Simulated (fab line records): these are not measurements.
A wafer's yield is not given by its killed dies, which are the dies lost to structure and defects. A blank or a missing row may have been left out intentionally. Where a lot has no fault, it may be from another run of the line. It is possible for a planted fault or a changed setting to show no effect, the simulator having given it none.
Chamber matching -- flow n5Finfet -- 4 sister chambers for N5_BEOL_M11_ETCH_62 on rieDiel-04
The step etches SOC in N2/H2, target depth 110 nm, overetch 22 nm, time 165 s. 4 wafers are shown with their chamber, then 10 later ones without.

## WAFERS, EACH WITH ITS CHAMBER
wafer,chamber,drypumpMotorCurrentA (A)
L081.5,1,5.3
L084.5,0,5.9
L087.2,3,5.7
L087.3,2,6.4

## WAFERS MISSING THEIR CHAMBER
wafer,drypumpMotorCurrentA (A)
L087.5,6.4
L088.1,6.3
L088.4,5.9
L088.5,5.4
L090.1,5.7
L090.3,5.4
L090.5,5.7
L094.1,6.4
L094.5,6.4
L094.6,5.7

## CHAMBER TAKEN BY EACH
wafer,from the rows above,in truth
L087.5,2,2
L088.1,2,2
L088.4,0,0
L088.5,1,1
L090.1,3,3
L090.3,1,1
L090.5,3,3
L094.1,2,2
L094.5,2,2
L094.6,3,3
10 of 10 placed correctly. Not placeable from these rows: 0. Placed wrongly: 0.
How it was worked out, from the rows above alone: a wafer's distance from a chamber is the root of the sum, over the readings, of the square of ((its reading less the chamber's mean) divided by the reading's scatter). The wafer belongs to the nearest chamber; if the next one is less than 2 further off, it can't be placed. For every chamber, the mean is computed from those of its wafers that are shown. The scatter: with one shown wafer a chamber, the root of the mean of the squares of how far each hidden wafer lies from its nearest shown one.
